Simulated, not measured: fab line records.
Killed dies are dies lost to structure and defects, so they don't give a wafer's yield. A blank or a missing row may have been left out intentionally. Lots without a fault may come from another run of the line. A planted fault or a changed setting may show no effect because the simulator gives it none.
Chamber matching / flow n5Finfet / 4 sister chambers for N5_BEOL_M8_DESCUM_16 on rieDiel-02
The step chemistry O2, time 7.9 s. 8 wafers are shown with their chamber, then 9 later ones without.

== WAFERS, EACH WITH ITS CHAMBER ==
wafer=L082.3; chamber=1; drypumpMotorCurrentA (A)=5.23; showerheadPlenumPTorr (Torr)=2.00
wafer=L084.1; chamber=1; drypumpMotorCurrentA (A)=5.24; showerheadPlenumPTorr (Torr)=2.00
wafer=L084.6; chamber=0; drypumpMotorCurrentA (A)=5.69; showerheadPlenumPTorr (Torr)=1.95
wafer=L085.3; chamber=0; drypumpMotorCurrentA (A)=5.67; showerheadPlenumPTorr (Torr)=1.95
wafer=L085.6; chamber=3; drypumpMotorCurrentA (A)=5.75; showerheadPlenumPTorr (Torr)=2.05
wafer=L090.2; chamber=3; drypumpMotorCurrentA (A)=5.78; showerheadPlenumPTorr (Torr)=2.04
wafer=L090.3; chamber=2; drypumpMotorCurrentA (A)=5.70; showerheadPlenumPTorr (Torr)=2.04
wafer=L090.5; chamber=2; drypumpMotorCurrentA (A)=5.66; showerheadPlenumPTorr (Torr)=2.04

== WAFERS MISSING THEIR CHAMBER ==
wafer=L092.2; drypumpMotorCurrentA (A)=5.70; showerheadPlenumPTorr (Torr)=2.03
wafer=L092.4; drypumpMotorCurrentA (A)=5.73; showerheadPlenumPTorr (Torr)=2.04
wafer=L092.5; drypumpMotorCurrentA (A)=5.69; showerheadPlenumPTorr (Torr)=2.04
wafer=L097.2; drypumpMotorCurrentA (A)=5.70; showerheadPlenumPTorr (Torr)=2.21
wafer=L097.5; drypumpMotorCurrentA (A)=5.70; showerheadPlenumPTorr (Torr)=2.03
wafer=L097.6; drypumpMotorCurrentA (A)=5.27; showerheadPlenumPTorr (Torr)=1.99
wafer=L096.1; drypumpMotorCurrentA (A)=5.78; showerheadPlenumPTorr (Torr)=2.04
wafer=L096.5; drypumpMotorCurrentA (A)=5.74; showerheadPlenumPTorr (Torr)=2.04
wafer=L096.6; drypumpMotorCurrentA (A)=5.71; showerheadPlenumPTorr (Torr)=2.03

== EACH ONE'S CHAMBER ==
wafer=L092.2; from the rows above=2; in truth=2
wafer=L092.4; from the rows above=can't be placed: 3 or 2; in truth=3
wafer=L092.5; from the rows above=2; in truth=2
wafer=L097.2; from the rows above=can't be placed: 3 or 2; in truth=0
wafer=L097.5; from the rows above=2; in truth=2
wafer=L097.6; from the rows above=1; in truth=1
wafer=L096.1; from the rows above=3; in truth=3
wafer=L096.5; from the rows above=can't be placed: 3 or 2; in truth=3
wafer=L096.6; from the rows above=can't be placed: 2 or 3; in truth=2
Correct placement for 5 of the 9. Can't be placed from these rows: 4 (the true chamber is among the candidates in 3). Wrongly placed: 0.
How it was worked out, from the rows above alone: a wafer's distance from a chamber is the root of the sum, over the readings, of the square of ((its reading less the chamber's mean) divided by the reading's scatter). The wafer belongs to the nearest chamber; if the next one is less than 2 further off, it can't be placed. For every chamber, the mean is computed from those of its wafers that are shown. The scatter: the root of (the sum of the squares of (reading less its chamber's mean) over the shown wafers, divided by (wafers less chambers)).
